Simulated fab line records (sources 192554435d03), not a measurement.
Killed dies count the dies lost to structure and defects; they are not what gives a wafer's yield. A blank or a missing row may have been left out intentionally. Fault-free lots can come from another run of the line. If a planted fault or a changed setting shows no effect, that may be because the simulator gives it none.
Chamber matching + flow n5-finfet + N5_BEOL_M0_TRENCH_ETCH_107 on rie-diel-04 has 4 sister chambers
The step etches SiOC in C4F6/O2, target depth 32.8 nm, time 16.4 s. 20 wafers are shown with their chamber, then 10 later ones without.

WAFERS WITH THEIR CHAMBER
| wafer  | chamber | drypump-motor-current-A (A) | throttle-valve-pct (%) | oes_ar_750_au (a.u.) |
|--------|---------|-----------------------------|------------------------|----------------------|
| L074.1 | 2       | 6.6                         | 21.20                  | 0.70                 |
| L074.2 | 1       | 5.6                         | 20.74                  | 0.72                 |
| L074.3 | 3       | 5.6                         | 20.58                  | 0.77                 |
| L075.1 | 2       | 6.5                         | 21.19                  | 0.70                 |
| L075.2 | 0       | 5.6                         | 21.31                  | 0.71                 |
| L075.4 | 3       | 5.6                         | 20.58                  | 0.77                 |
| L078.1 | 0       | 5.6                         | 21.32                  | 0.71                 |
| L078.2 | 3       | 5.6                         | 20.58                  | 0.76                 |
| L078.3 | 1       | 5.6                         | 20.77                  | 0.71                 |
| L080.2 | 1       | 5.6                         | 20.76                  | 0.71                 |
| L080.5 | 0       | 5.6                         | 21.32                  | 0.71                 |
| L080.6 | 3       | 5.6                         | 20.59                  | 0.76                 |
| L082.2 | 1       | 5.6                         | 20.78                  | 0.70                 |
| L082.5 | 3       | 5.7                         | 20.62                  | 0.74                 |
| L082.6 | 0       | 5.6                         | 21.35                  | 0.70                 |
| L083.1 | 0       | 5.6                         | 21.33                  | 0.70                 |
| L083.3 | 3       | 5.6                         | 20.60                  | 0.75                 |
| L083.5 | 2       | 6.5                         | 20.84                  | 0.97                 |
| L086.2 | 2       | 6.5                         | 20.84                  | 0.94                 |
| L086.5 | 1       | 5.6                         | 20.78                  | 0.70                 |

SIGNATURES (averages over the wafers above)
| reading                 | chamber 0 | chamber 1 | chamber 2 | chamber 3 | scatter within a chamber |
|-------------------------|-----------|-----------|-----------|-----------|--------------------------|
| drypump-motor-current-A | 5.600     | 5.600     | 6.525     | 5.617     | 0.0315                   |
| throttle-valve-pct      | 21.3260   | 20.7660   | 21.0175   | 20.5917   | 0.0899                   |
| oes_ar_750_au           | 0.7060    | 0.7080    | 0.8275    | 0.7583    | 0.0645                   |
Rule: a wafer's distance from a chamber is the root of the sum, over the readings, of the square of ((its reading less the chamber's mean) divided by the reading's scatter). If the next closest chamber is less than 2 further off than the closest, the wafer can't be placed; otherwise it belongs to the closest. The scatter is the square root of a quotient: the sum, over the shown wafers, of each reading's squared deviation from its chamber's mean, divided by wafers minus chambers.

WAFERS WITHOUT THEIR CHAMBER
| wafer  | drypump-motor-current-A (A) | throttle-valve-pct (%) | oes_ar_750_au (a.u.) |
|--------|-----------------------------|------------------------|----------------------|
| L086.6 | 6.5                         | 20.83                  | 0.93                 |
| L089.1 | 5.6                         | 20.79                  | 0.69                 |
| L089.3 | 5.6                         | 20.62                  | 0.74                 |
| L089.6 | 5.6                         | 20.80                  | 0.69                 |
| L092.1 | 5.6                         | 20.80                  | 0.70                 |
| L092.2 | 5.6                         | 21.01                  | 0.96                 |
| L092.3 | 6.5                         | 20.88                  | 0.90                 |
| L097.3 | 5.6                         | 20.64                  | 0.73                 |
| L097.4 | 5.6                         | 21.04                  | 0.93                 |
| L097.5 | 5.6                         | 20.82                  | 0.69                 |

EACH ONE'S CHAMBER
| wafer  | from the rows above          | in truth |
|--------|------------------------------|----------|
| L086.6 | 2                            | 2        |
| L089.1 | 1                            | 1        |
| L089.3 | can't be placed: 3 or 1      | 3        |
| L089.6 | 1                            | 1        |
| L092.1 | 1                            | 1        |
| L092.2 | can't be placed: 1 or 0 or 3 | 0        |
| L092.3 | 2                            | 2        |
| L097.3 | can't be placed: 3 or 1      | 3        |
| L097.4 | can't be placed: 1 or 0 or 3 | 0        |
| L097.5 | 1                            | 1        |
Correctly placed: 6 of 10. Cannot be placed on the basis of these rows: 4; the candidates contain the true chamber in 4. Number placed wrongly: 0.
